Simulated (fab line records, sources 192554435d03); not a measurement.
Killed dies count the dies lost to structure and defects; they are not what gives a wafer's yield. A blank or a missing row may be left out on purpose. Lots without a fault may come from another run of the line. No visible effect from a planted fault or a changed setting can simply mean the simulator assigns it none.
Chamber matching :: flow n5-finfet :: 4 sister chambers for N5_MOL_CONTACT_COAG_ETCH_66 on rie-diel-06
The step etches SiARC in CF4, target depth 13 nm, time 21.7 s. 14 wafers are shown with their chamber, then 7 later ones without.

WAFERS, EACH WITH ITS CHAMBER
wafer: L074.1
chamber: 2
showerhead-plenum-p-Torr (Torr): 2.10
oes-product-au (a.u.): 0.77
throttle-valve-pct (%): 15.39

wafer: L074.3
chamber: 1
showerhead-plenum-p-Torr (Torr): 2.19
oes-product-au (a.u.): 0.58
throttle-valve-pct (%): 15.98

wafer: L074.6
chamber: 2
showerhead-plenum-p-Torr (Torr): 2.10
oes-product-au (a.u.): 0.77
throttle-valve-pct (%): 15.41

wafer: L076.2
chamber: 3
showerhead-plenum-p-Torr (Torr): 2.13
oes-product-au (a.u.): 0.63
throttle-valve-pct (%): 15.77

wafer: L076.3
chamber: 0
showerhead-plenum-p-Torr (Torr): 2.13
oes-product-au (a.u.): 0.62
throttle-valve-pct (%): 15.60

wafer: L076.6
chamber: 2
showerhead-plenum-p-Torr (Torr): 2.10
oes-product-au (a.u.): 0.76
throttle-valve-pct (%): 15.41

wafer: L084.1
chamber: 0
showerhead-plenum-p-Torr (Torr): 2.12
oes-product-au (a.u.): 0.61
throttle-valve-pct (%): 15.62

wafer: L084.2
chamber: 1
showerhead-plenum-p-Torr (Torr): 2.19
oes-product-au (a.u.): 0.78
throttle-valve-pct (%): 15.51

wafer: L084.3
chamber: 3
showerhead-plenum-p-Torr (Torr): 2.12
oes-product-au (a.u.): 0.61
throttle-valve-pct (%): 15.82

wafer: L085.2
chamber: 2
showerhead-plenum-p-Torr (Torr): 2.09
oes-product-au (a.u.): 0.73
throttle-valve-pct (%): 15.47

wafer: L085.3
chamber: 1
showerhead-plenum-p-Torr (Torr): 2.18
oes-product-au (a.u.): 0.77
throttle-valve-pct (%): 15.52

wafer: L085.4
chamber: 3
showerhead-plenum-p-Torr (Torr): 2.12
oes-product-au (a.u.): 0.61
throttle-valve-pct (%): 15.83

wafer: L091.2
chamber: 0
showerhead-plenum-p-Torr (Torr): 2.12
oes-product-au (a.u.): 0.61
throttle-valve-pct (%): 15.65

wafer: L091.5
chamber: 0
showerhead-plenum-p-Torr (Torr): 2.12
oes-product-au (a.u.): 0.61
throttle-valve-pct (%): 15.63

SIGNATURES (means of the wafers above)
reading: showerhead-plenum-p-Torr
chamber 0: 2.1225
chamber 1: 2.1867
chamber 2: 2.0975
chamber 3: 2.1233
scatter within a chamber: 0.00532

reading: oes-product-au
chamber 0: 0.6125
chamber 1: 0.7100
chamber 2: 0.7575
chamber 3: 0.6167
scatter within a chamber: 0.0518

reading: throttle-valve-pct
chamber 0: 15.6250
chamber 1: 15.6700
chamber 2: 15.4200
chamber 3: 15.8067
scatter within a chamber: 0.123
Rule: a wafer lies at a distance from a chamber equal to the root of the sum of squares, over the readings, of (its reading less the chamber's mean, divided by the reading's scatter). The wafer belongs to the nearest chamber; if the next one is less than 2 further off, it can't be placed. How the scatter is found: for the shown wafers, subtract from each reading the mean of its chamber, square and add these, divide the total by (wafers less chambers), then take the root.

WAFERS WITH NO CHAMBER GIVEN
wafer: L091.6
showerhead-plenum-p-Torr (Torr): 2.18
oes-product-au (a.u.): 0.76
throttle-valve-pct (%): 15.54

wafer: L093.3
showerhead-plenum-p-Torr (Torr): 2.12
oes-product-au (a.u.): 0.61
throttle-valve-pct (%): 15.68

wafer: L093.4
showerhead-plenum-p-Torr (Torr): 2.12
oes-product-au (a.u.): 0.61
throttle-valve-pct (%): 15.66

wafer: L093.6
showerhead-plenum-p-Torr (Torr): 2.11
oes-product-au (a.u.): 0.61
throttle-valve-pct (%): 15.86

wafer: L095.1
showerhead-plenum-p-Torr (Torr): 2.11
oes-product-au (a.u.): 0.59
throttle-valve-pct (%): 15.85

wafer: L095.2
showerhead-plenum-p-Torr (Torr): 2.12
oes-product-au (a.u.): 0.60
throttle-valve-pct (%): 15.67

wafer: L095.4
showerhead-plenum-p-Torr (Torr): 2.18
oes-product-au (a.u.): 0.75
throttle-valve-pct (%): 15.53

WHICH CHAMBER EACH WENT THROUGH
wafer: L091.6
from the rows above: 1
in truth: 1

wafer: L093.3
from the rows above: can't be placed: 0 or 3
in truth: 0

wafer: L093.4
from the rows above: can't be placed: 0 or 3
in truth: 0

wafer: L093.6
from the rows above: can't be placed: 3 or 0
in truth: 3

wafer: L095.1
from the rows above: can't be placed: 3 or 0
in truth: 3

wafer: L095.2
from the rows above: can't be placed: 0 or 3
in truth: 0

wafer: L095.4
from the rows above: 1
in truth: 1
Correctly placed: 2 of 7. Can't be placed from these rows: 5 (the true chamber is among the candidates in 5). Placed wrongly: 0.
